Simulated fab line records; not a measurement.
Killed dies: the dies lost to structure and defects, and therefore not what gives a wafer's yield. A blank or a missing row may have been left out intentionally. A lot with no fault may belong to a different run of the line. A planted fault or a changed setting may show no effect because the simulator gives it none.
Comparing a struck lot with a sound one | flow n5Finfet | 37 steps out of a route of 1938
Sound: the wafers L157.3, L157.5, L157.6. Wafers struck: L153.2, L153.4, L153.5. The cause is named last.
Each step with rows lists, per side, the tool, then ch with its chambers, then its first start. Under that, the readings that differ: sound wafers | struck wafers | difference of the means | sigmas: that difference in standard deviations of wafers without a fault.
alike: readings whose means differ by less than 2 such deviations, and words and numbers that are the same on both sides. not compared: withheld readings, readings that some wafer has no value for, bounds like >300 that may hide the same value, and numbers for which the record gives no deviation and whose values overlap.
Wherever a step has rows on one side only, a row that says differs or no value, or a row with sigmas, the two part there. Numbers that don't overlap but have no deviation are shown without sigmas and don't part them. A reading that every wafer of one side lacks parts them only if that side has two wafers or more.

first, 9 steps without rows for these wafers: N5_BEOL_M4_ANNEAL_95 (time 240 s); N5_BEOL_M4_SPUTTER_96 (material Cu, target thk 4.5 nm, time 8.29 s); N5_BEOL_M4_ECD_50 (material Cu, target thk 300 nm); N5_BEOL_M4_ANNEAL_51 (time 90 s); N5_BEOL_M4_CMP_52 (polishes, stops on SiOC, t overpolish 6.8 s, target thk 40 nm); N5_BEOL_M4_PRE_CLEAN_60 (time 15 s); N5_BEOL_M4_CO_CAP_55 (material Co, precursor CCTBA/H2, target thk 2 nm, time 102.1 s); N5_BEOL_M4_PRE_CLEAN_56 (time 15 s); N5_BEOL_M4_DEP_57 (deposits SiCN from 3MS/NH3, target thk 8 nm, time 14 s).
N5_BEOL_M4_RC_MEAS_101:
  sound on prober-02 ch 0, day 15 18:47; struck on prober-02 ch 0, day 14 11:38
  alike: DIBL_N, DIBL_P, IOFF_N, IOFF_P, ION_N, ION_P, SS_N, SS_P, VT_N, VT_P
then, 24 steps without rows for these wafers: N5_BEOL_M5_ILD_DEP_00 (deposits SiCOH lowk from DEMS/porogen, target thk 140.64 nm, time 25.9 s); N5_BEOL_M5_CURE_79 (cures SiCOH lowk, time 240 s); N5_BEOL_M5_PECVD_70 (deposits SiO2 from TEOS/O2, target thk 16 nm, time 18 s); N5_BEOL_M5_HM_DEP_02 (deposits TiN, target thk 20 nm); N5_BEOL_M5_COAT_59 (time 60 s, resist thk 60 nm); N5_BEOL_M5_COAT_60 (time 60 s, resist thk 12 nm); N5_BEOL_M5_COAT_71 (time 60 s, resist thk 5 nm); N5_BEOL_M5_COAT_05 (resist thk 30 nm); N5_BEOL_M5_EBR_07; N5_BEOL_M5_SOFTBAKE_06 (time 60 s); N5_BEOL_M5_EXPOSE_08 (exposes mask M5, target cd 28 nm); N5_BEOL_M5_PEB_09 (peb time 60 s); N5_BEOL_M5_DEVELOP_10 (develop time 30 s); N5_BEOL_M5_DESCUM_16 (chemistry O2, time 7 s); N5_BEOL_M5_ETCH_72 (etches underlayer in N2/H2, target depth 6.5 nm, time 5.2 s); N5_BEOL_M5_ETCH_61 (etches SiARC in CF4, target depth 15.6 nm, time 26 s); N5_BEOL_M5_ETCH_62 (etches SOC in N2/H2, target depth 75 nm, overetch 15 nm, time 112.5 s); N5_BEOL_M5_STRIP_63 (strips in N2/H2); N5_BEOL_M5_STRIP_73 (strips in N2/H2); N5_BEOL_M5_STRIP_64 (strips in CF4); N5_BEOL_M5_HM_OPEN_17 (chemistry Cl2/BCl3, target TiN, target depth 20 nm, overetch 6 nm); N5_BEOL_M5_STRIP_19 (strips in O2); N5_BEOL_M5_COAT_65 (time 60 s, resist thk 60 nm); N5_BEOL_M5_COAT_66 (time 60 s, resist thk 12 nm).
-- record jumps: 3 days separate the struck wafers' starts on either side; left off in module BEOL_M5, taken up again in module BEOL_M11, whose first shown step is the route's number 1595 --
N5_BEOL_M11_ANNEAL_51: time 90 s.
  sound on rtpAnneal-02 ch 0, day 18 11:48; struck on rtpAnneal-02, day 17 01:07
  no value came back on the struck wafers for annealTempC (C), annealTempCMax, timeS (s), wafer_temp_C_max; on the sound wafers annealTempC (C) reads 225.16 224.94 224.96
N5_BEOL_M11_CMP_52: polishes, stops on SiCOH lowk, t overpolish 7 s, target thk 140 nm.
  sound on cmp-02 ch 0,1,2, day 18 12:07; struck on cmp-01 ch 0,1,3, day 17 01:26
reading                   | sound          | struck         | difference | sigmas
barrierFieldEndpointS (s) | 29.3 29.2 29.3 | 32.7 33.9 33.5 | +4.1       | +5
timeToEndpointS (s)       | 70.1 65.6 65.4 | 86.0 85.5 86.3 | +18.9      | +7
  alike: clearingPlatenRpm, motorCurrentA, overpolishRunS, platenRpm, retainingRingPressureFrac
N5_PASSIVATION_PROBE_49:
  the record has rows for the struck wafers here (prober-02, day 18 17:49) and none for the sound ones

== WHERE THEY PART ==
Last at N5_PASSIVATION_PROBE_49 as far as this record goes, first at N5_BEOL_M11_ANNEAL_51.

WHY: what had been put in by the simulator
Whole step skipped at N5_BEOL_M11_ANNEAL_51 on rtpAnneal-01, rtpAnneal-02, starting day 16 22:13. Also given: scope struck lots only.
